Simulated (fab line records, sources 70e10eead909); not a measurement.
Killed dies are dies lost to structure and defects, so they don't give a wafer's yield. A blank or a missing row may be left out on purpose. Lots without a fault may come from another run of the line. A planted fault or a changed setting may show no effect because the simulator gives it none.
Which tool did it? | flow nand_harc | 24 lots, 72 wafers sampled, at 6 steps of a route of 1159

WHAT THE GAUGES READ, wafer by wafer
The record holds no reading of a measuring or inspecting step that can be judged against a usual standard deviation.

WHICH TOOL RAN EACH LOT (tool, then ch and the chambers of the sampled wafers, then the start)
lot  | NHARC_A_CONTACT_ETCH_115             | NHARC_A_CONTACT_ETCH_117             | NHARC_A_CONTACT_DEP_58          | NHARC_A_CONTACT_ETCH_76                       | NHARC_A_CONTACT_ETCH_78                       | NHARC_A_CONTACT_ETCH_132
L074 | har_cap_etch-02 ch 0, day 16 05:31   | har_cap_etch-02 ch 0, day 16 05:46   | pecvd-04 ch 1,2, day 16 11:53   | rie_diel-02 ch 0,1,3, day 16 15:16 or earlier | rie_diel-02 ch 0,1,3, day 16 15:16 or earlier | har_cap_etch-02 ch 0,1, day 16 15:16
L075 | har_cap_etch-01 ch 0,1, day 16 16:47 | har_cap_etch-01 ch 0,1, day 16 16:58 | pecvd-01 ch 0,1, day 16 21:38   | rie_diel-11 ch 0,2,3, day 17 01:39 or earlier | rie_diel-11 ch 1,2, day 17 01:39 or earlier   | har_cap_etch-01 ch 0,1, day 17 01:39
L076 | har_cap_etch-02 ch 1, day 16 17:36   | har_cap_etch-02 ch 1, day 16 17:47   | pecvd-01 ch 0,1, day 16 22:25   | rie_diel-11 ch 1,2, day 17 02:12 or earlier   | rie_diel-11 ch 2,3, day 17 02:12 or earlier   | har_cap_etch-02 ch 0,1, day 17 02:12
L078 | har_cap_etch-02 ch 0,1, day 16 23:44 | har_cap_etch-02 ch 0,1, day 16 23:55 | pecvd-02 ch 1,2, day 17 04:08   | rie_diel-11 ch 2,3, day 17 07:25 or earlier   | rie_diel-11 ch 0,1,3, day 17 07:25 or earlier | har_cap_etch-03 ch 0,1, day 17 07:25
L077 | har_cap_etch-03 ch 0,1, day 17 00:12 | har_cap_etch-03 ch 0,1, day 17 00:23 | pecvd-02 ch 0,1,2, day 17 04:45 | rie_diel-02 ch 1,2,3, day 17 08:26 or earlier | rie_diel-02 ch 1,2,3, day 17 08:26 or earlier | har_cap_etch-01 ch 1, day 17 08:26
L079 | har_cap_etch-01 ch 0,1, day 17 18:52 | har_cap_etch-01 ch 0,1, day 17 19:02 | pecvd-02 ch 0,1,2, day 18 00:53 | rie_diel-02 ch 0,1,2, day 18 04:27 or earlier | rie_diel-02 ch 0,1,2, day 18 04:27 or earlier | har_cap_etch-02 ch 0,1, day 18 04:27
L080 | har_cap_etch-03 ch 0,1, day 18 04:02 | har_cap_etch-03 ch 0,1, day 18 04:13 | pecvd-02 ch 0,1, day 18 11:55   | rie_diel-02 ch 0,1, day 18 15:14 or earlier   | rie_diel-02 ch 0,1,2, day 18 15:14 or earlier | har_cap_etch-01 ch 0,1, day 18 15:14
L081 | har_cap_etch-01 ch 0,1, day 18 11:47 | har_cap_etch-01 ch 0,1, day 18 11:58 | pecvd-02 ch 0,1,2, day 18 16:10 | rie_diel-02 ch 2,3, day 18 19:22 or earlier   | rie_diel-02 ch 0,1,2, day 18 19:22 or earlier | har_cap_etch-03 ch 0,1, day 18 19:22
L082 | har_cap_etch-03 ch 0,1, day 18 13:51 | har_cap_etch-03 ch 0,1, day 18 14:02 | pecvd-02 ch 0,2, day 18 18:52   | rie_diel-12 ch 0,1,2, day 18 22:01 or earlier | rie_diel-12 ch 1,2,3, day 18 22:01 or earlier | har_cap_etch-01 ch 0,1, day 18 22:01
L083 | har_cap_etch-02 ch 0,1, day 18 16:32 | har_cap_etch-02 ch 0,1, day 18 16:43 | pecvd-02 ch 0,1,2, day 18 20:56 | rie_diel-12 ch 0,1,3, day 19 00:16 or earlier | rie_diel-12 ch 1,2,3, day 19 00:16 or earlier | har_cap_etch-03 ch 0,1, day 19 00:16
L085 | har_cap_etch-01 ch 0,1, day 19 05:25 | har_cap_etch-01 ch 0,1, day 19 05:37 | pecvd-02 ch 1,2, day 19 09:41   | rie_diel-02 ch 0,2,3, day 19 12:58 or earlier | rie_diel-02 ch 0,1,2, day 19 12:58 or earlier | har_cap_etch-02 ch 0,1, day 19 12:58
L086 | har_cap_etch-03 ch 1, day 19 09:35   | har_cap_etch-03 ch 1, day 19 09:46   | pecvd-02 ch 0,1,2, day 19 14:08 | rie_diel-02 ch 1,3, day 19 17:55 or earlier   | rie_diel-02 ch 2,3, day 19 17:55 or earlier   | har_cap_etch-02 ch 0,1, day 19 17:55
L087 | har_cap_etch-01 ch 0,1, day 19 11:03 | har_cap_etch-01 ch 0,1, day 19 11:14 | pecvd-02 ch 0,2, day 19 15:58   | rie_diel-11 ch 0,1,3, day 19 19:13 or earlier | rie_diel-11 ch 0,2,3, day 19 19:13 or earlier | har_cap_etch-03 ch 0, day 19 19:13
L089 | har_cap_etch-03 ch 0,1, day 19 16:52 | har_cap_etch-03 ch 0,1, day 19 17:02 | pecvd-04 ch 0,1,2, day 19 21:08 | rie_diel-12 ch 0,3, day 20 00:24 or earlier   | rie_diel-12 ch 1,3, day 20 00:24 or earlier   | har_cap_etch-02 ch 0,1, day 20 00:24
L084 | har_cap_etch-01 ch 0,1, day 19 17:10 | har_cap_etch-01 ch 0,1, day 19 17:20 | pecvd-02 ch 0,1, day 19 21:37   | rie_diel-02 ch 1,2,3, day 20 01:02 or earlier | rie_diel-02 ch 0,2,3, day 20 01:02 or earlier | har_cap_etch-01 ch 0,1, day 20 01:02
L088 | har_cap_etch-03 ch 0,1, day 20 02:04 | har_cap_etch-03 ch 0,1, day 20 02:15 | pecvd-01 ch 1,2, day 20 07:29   | rie_diel-02 ch 0,2, day 20 10:49 or earlier   | rie_diel-02 ch 0,1, day 20 10:49 or earlier   | har_cap_etch-01 ch 0,1, day 20 10:49
L090 | har_cap_etch-02 ch 0,1, day 20 06:41 | har_cap_etch-02 ch 0,1, day 20 06:52 | pecvd-02 ch 0,1,2, day 20 11:10 | rie_diel-02 ch 1,2,3, day 20 14:15 or earlier | rie_diel-02 ch 0,1,3, day 20 14:15 or earlier | har_cap_etch-03 ch 0,1, day 20 14:15
L091 | har_cap_etch-01 ch 0,1, day 20 18:57 | har_cap_etch-01 ch 0,1, day 20 19:08 | pecvd-04 ch 0,1,2, day 20 23:26 | rie_diel-02 ch 0,1,2, day 21 02:32 or earlier | rie_diel-02 ch 2,3, day 21 02:32 or earlier   | har_cap_etch-03 ch 0,1, day 21 02:32
L093 | har_cap_etch-03 ch 1, day 20 20:37   | har_cap_etch-03 ch 1, day 20 20:49   | pecvd-04 ch 1,2, day 21 01:31   | rie_diel-11 ch 0,2, day 21 05:42 or earlier   | rie_diel-11 ch 0,2, day 21 05:42 or earlier   | har_cap_etch-02 ch 0,1, day 21 05:42
L094 | har_cap_etch-01 ch 0, day 20 23:53   | har_cap_etch-01 ch 0, day 21 00:04   | pecvd-01 ch 1,2, day 21 06:41   | rie_diel-11 ch 1,2, day 21 10:19 or earlier   | rie_diel-11 ch 1,2, day 21 10:19 or earlier   | har_cap_etch-02 ch 0,1, day 21 10:19
L092 | har_cap_etch-01 ch 0,1, day 21 07:32 | har_cap_etch-01 ch 0,1, day 21 07:43 | pecvd-01 ch 0,2, day 21 13:20   | rie_diel-02 ch 1,3, day 21 16:34 or earlier   | rie_diel-02 ch 0,2,3, day 21 16:34 or earlier | har_cap_etch-03 ch 0,1, day 21 16:34
L097 | har_cap_etch-03 ch 1, day 22 02:48   | har_cap_etch-03 ch 1, day 22 02:59   | pecvd-04 ch 0,1,2, day 22 07:07 | rie_diel-12 ch 0,1,2, day 22 10:35 or earlier | rie_diel-12 ch 0,1, day 22 10:35 or earlier   | har_cap_etch-03 ch 0,1, day 22 10:35
L095 | har_cap_etch-02 ch 0,1, day 22 05:01 | har_cap_etch-02 ch 0,1, day 22 05:12 | pecvd-01 ch 0,1, day 22 10:13   | rie_diel-02 ch 1,3, day 22 13:37 or earlier   | rie_diel-02 ch 1,2,3, day 22 13:37 or earlier | har_cap_etch-03 ch 0,1, day 22 13:37
L096 | har_cap_etch-01 ch 0,1, day 22 07:07 | har_cap_etch-01 ch 0,1, day 22 07:18 | pecvd-01 ch 0,1, day 22 12:22   | rie_diel-11 ch 0,3, day 22 16:00 or earlier   | rie_diel-11 ch 2,3, day 22 16:00 or earlier   | har_cap_etch-02 ch 0,1, day 22 16:00
- NHARC_A_CONTACT_ETCH_115: etches the open film in C4F8/O2/Ar, time 94 s, target depth 922 nm.
- NHARC_A_CONTACT_ETCH_117: etches the open film in C4F8/O2/Ar, time 94 s, target depth 922 nm.
- NHARC_A_CONTACT_DEP_58: deposits SiON, target thk 60 nm.
- NHARC_A_CONTACT_ETCH_76: etches the open film in N2/H2, target depth 260 nm, time 475.3 s.
- NHARC_A_CONTACT_ETCH_78: etches the open film in O2/COS, target depth 2800 nm, time 728 s.
- NHARC_A_CONTACT_ETCH_132: etches the open film in C4F8/O2/Ar, time 156 s, target depth 958 nm.

WHAT THE TOOLS THEMSELVES READ (means of the sampled wafers that have a number; where no wafer has one, the mark that the record gives instead)
NHARC_A_CONTACT_DEP_58. Usual: heater_power_w 794 W, standard deviation 50; susceptor_temp_C 400.00 C, standard deviation 0.21.
lot  | tool     | heater_power_w (W) | susceptor_temp_C (C) | flag
L074 | pecvd-04 | 800                | 400.00               |
L075 | pecvd-01 | 737                | 400.15               |
L076 | pecvd-01 | 735                | 399.99               |
L078 | pecvd-02 | 787                | 400.13               |
L077 | pecvd-02 | 803                | 399.94               |
L079 | pecvd-02 | 759                | 400.09               |
L080 | pecvd-02 | 790                | 399.89               |
L081 | pecvd-02 | 828                | 399.92               |
L082 | pecvd-02 | 821                | 399.87               |
L083 | pecvd-02 | 815                | 400.20               |
L085 | pecvd-02 | 816                | 400.21               |
L086 | pecvd-02 | 794                | 400.00               |
L087 | pecvd-02 | 807                | 399.78               |
L089 | pecvd-04 | 776                | 400.07               |
L084 | pecvd-02 | 793                | 399.73               |
L088 | pecvd-01 | 772                | 400.14               |
L090 | pecvd-02 | 839                | 400.07               |
L091 | pecvd-04 | 790                | 399.97               |
L093 | pecvd-04 | 851                | 400.14               |
L094 | pecvd-01 | 759                | 399.88               |
L092 | pecvd-01 | 790                | 399.84               |
L097 | pecvd-04 | 829                | 400.09               |
L095 | pecvd-01 | 736                | 400.00               |
L096 | pecvd-01 | 708                | 399.92               |

NHARC_A_CONTACT_ETCH_76. Usual: drypump_motor_current_A 5.6 A, standard deviation 0.51; n2_flow_sccm 150.1 sccm, standard deviation 0.46; oes_product_au 0.999 a.u., standard deviation 0.0069; rf_vpp_V 431.3 V, standard deviation 2.9; showerhead_plenum_p_Torr 2.07 Torr, standard deviation 0.1; throttle_valve_pct 14.171 %, standard deviation 0.0092.
lot  | tool        | drypump_motor_current_A (A) | n2_flow_sccm (sccm) | oes_product_au (a.u.) | rf_vpp_V (V) | showerhead_plenum_p_Torr (Torr) | throttle_valve_pct (%) | flag
L074 | rie_diel-02 | 5.7                         | 149.6               | 1.001                 | 433.0        | 2.12                            | 14.173                 |
L075 | rie_diel-11 | 5.3                         | 149.8               | 1.004                 | 433.3        | 2.17                            | 14.170                 |
L076 | rie_diel-11 | 5.3                         | 149.9               | 1.002                 | 431.1        | 2.06                            | 14.175                 |
L078 | rie_diel-11 | 5.2                         | 150.0               | 0.999                 | 433.5        | 2.14                            | 14.172                 |
L077 | rie_diel-02 | 5.4                         | 150.1               | 0.998                 | 430.2        | 2.04                            | 14.173                 |
L079 | rie_diel-02 | 5.6                         | 150.1               | 0.992                 | 429.7        | 2.05                            | 14.171                 |
L080 | rie_diel-02 | 5.8                         | 149.8               | 0.998                 | 433.0        | 2.13                            | 14.153                 |
L081 | rie_diel-02 | 5.7                         | 149.7               | 0.997                 | 430.9        | 2.05                            | 14.161                 |
L082 | rie_diel-12 | 5.5                         | 150.3               | 1.002                 | 428.3        | 1.99                            | 14.171                 |
L083 | rie_diel-12 | 5.6                         | 150.0               | 0.999                 | 429.9        | 2.01                            | 14.168                 |
L085 | rie_diel-02 | 5.9                         | 149.6               | 0.991                 | 431.0        | 2.05                            | 14.182                 |
L086 | rie_diel-02 | 5.2                         | 150.1               | 0.992                 | 432.1        | 2.09                            | 14.165                 |
L087 | rie_diel-11 | 5.8                         | 149.9               | 0.999                 | 432.5        | 2.09                            | 14.163                 |
L089 | rie_diel-12 | 5.8                         | 150.0               | 0.999                 | 430.8        | 2.04                            | 14.171                 |
L084 | rie_diel-02 | 5.4                         | 150.2               | 0.996                 | 429.8        | 2.03                            | 14.174                 |
L088 | rie_diel-02 | 5.8                         | 149.5               | 1.003                 | 429.2        | 1.98                            | 14.173                 |
L090 | rie_diel-02 | 5.4                         | 149.8               | 0.988                 | 431.4        | 2.03                            | 14.171                 |
L091 | rie_diel-02 | 5.6                         | 150.0               | 0.996                 | 430.2        | 2.04                            | 14.167                 |
L093 | rie_diel-11 | 5.0                         | 150.0               | 1.005                 | 434.6        | 2.17                            | 14.168                 |
L094 | rie_diel-11 | 5.3                         | 150.6               | 0.993                 | 430.6        | 2.05                            | 14.171                 |
L092 | rie_diel-02 | 5.5                         | 150.4               | 0.995                 | 431.7        | 2.10                            | 14.176                 |
L097 | rie_diel-12 | 5.5                         | 149.7               | 0.998                 | 428.0        | 1.98                            | 14.162                 |
L095 | rie_diel-02 | 5.2                         | 150.7               | 0.988                 | 431.2        | 2.09                            | 14.177                 |
L096 | rie_diel-11 | 5.3                         | 150.4               | 1.002                 | 434.3        | 2.18                            | 14.180                 |

NHARC_A_CONTACT_ETCH_78. Usual: drypump_motor_current_A 5.6 A, standard deviation 0.51; o2_flow_sccm 400.1 sccm, standard deviation 1.2; oes_product_au 0.999 a.u., standard deviation 0.007; rf_vpp_V 314.6 V, standard deviation 2.3; showerhead_plenum_p_Torr 3.16 Torr, standard deviation 0.15; throttle_valve_pct 28.329 %, standard deviation 0.0084.
lot  | tool        | drypump_motor_current_A (A) | o2_flow_sccm (sccm) | oes_product_au (a.u.) | rf_vpp_V (V) | showerhead_plenum_p_Torr (Torr) | throttle_valve_pct (%) | flag
L074 | rie_diel-02 | 5.7                         | 399.9               | 0.997                 | 315.8        | 3.24                            | 28.335                 |
L075 | rie_diel-11 | 5.9                         | 399.3               | 1.006                 | 312.5        | 3.05                            | 28.329                 |
L076 | rie_diel-11 | 5.2                         | 398.5               | 1.008                 | 316.3        | 3.27                            | 28.321                 |
L078 | rie_diel-11 | 5.8                         | 400.8               | 1.005                 | 314.8        | 3.21                            | 28.329                 |
L077 | rie_diel-02 | 5.4                         | 399.2               | 0.997                 | 313.5        | 3.11                            | 28.326                 |
L079 | rie_diel-02 | 5.6                         | 399.8               | 0.993                 | 314.0        | 3.13                            | 28.335                 |
L080 | rie_diel-02 | 5.6                         | 401.0               | 0.997                 | 314.2        | 3.13                            | 28.332                 |
L081 | rie_diel-02 | 5.6                         | 399.1               | 0.997                 | 314.2        | 3.13                            | 28.329                 |
L082 | rie_diel-12 | 5.5                         | 400.7               | 1.006                 | 314.0        | 3.09                            | 28.327                 |
L083 | rie_diel-12 | 5.6                         | 400.0               | 1.006                 | 313.7        | 3.08                            | 28.328                 |
L085 | rie_diel-02 | 5.6                         | 400.4               | 0.999                 | 313.2        | 3.12                            | 28.321                 |
L086 | rie_diel-02 | 5.6                         | 400.5               | 0.995                 | 313.6        | 3.03                            | 28.336                 |
L087 | rie_diel-11 | 5.3                         | 400.2               | 1.004                 | 316.8        | 3.30                            | 28.329                 |
L089 | rie_diel-12 | 5.3                         | 400.7               | 0.996                 | 312.9        | 3.04                            | 28.329                 |
L084 | rie_diel-02 | 5.9                         | 401.7               | 0.992                 | 313.9        | 3.15                            | 28.340                 |
L088 | rie_diel-02 | 5.4                         | 398.8               | 1.000                 | 315.6        | 3.21                            | 28.333                 |
L090 | rie_diel-02 | 5.7                         | 400.5               | 0.996                 | 316.3        | 3.23                            | 28.328                 |
L091 | rie_diel-02 | 5.7                         | 398.8               | 0.993                 | 314.9        | 3.13                            | 28.325                 |
L093 | rie_diel-11 | 4.9                         | 400.3               | 1.002                 | 316.2        | 3.27                            | 28.322                 |
L094 | rie_diel-11 | 5.3                         | 400.3               | 1.008                 | 314.6        | 3.13                            | 28.329                 |
L092 | rie_diel-02 | 5.9                         | 399.7               | 0.999                 | 314.0        | 3.14                            | 28.335                 |
L097 | rie_diel-12 | 5.3                         | 400.5               | 0.995                 | 311.9        | 2.98                            | 28.326                 |
L095 | rie_diel-02 | 5.4                         | 399.0               | 0.995                 | 315.0        | 3.10                            | 28.331                 |
L096 | rie_diel-11 | 5.5                         | 400.7               | 1.000                 | 316.3        | 3.26                            | 28.327                 |

THE ANSWER, worked out from the rows above alone
Rule: a lot is off if the mean of its wafers that have a number lies more than 3 standard deviations from the usual mean. A lot without any number at a reading at which 4 lots or more have one is off too. The other lots that the step has rows for count as sound. The gauges are gone through in route order, then the tools' own readings, and for those a lot's mean is taken as printed above. The first step at which some lot is off is used, and at that step the reading that is off furthest; a lot without a number counts as furthest.
No lot is off at any reading shown: from this, nothing can be told.

WHAT THE SIMULATOR HAD PUT IN
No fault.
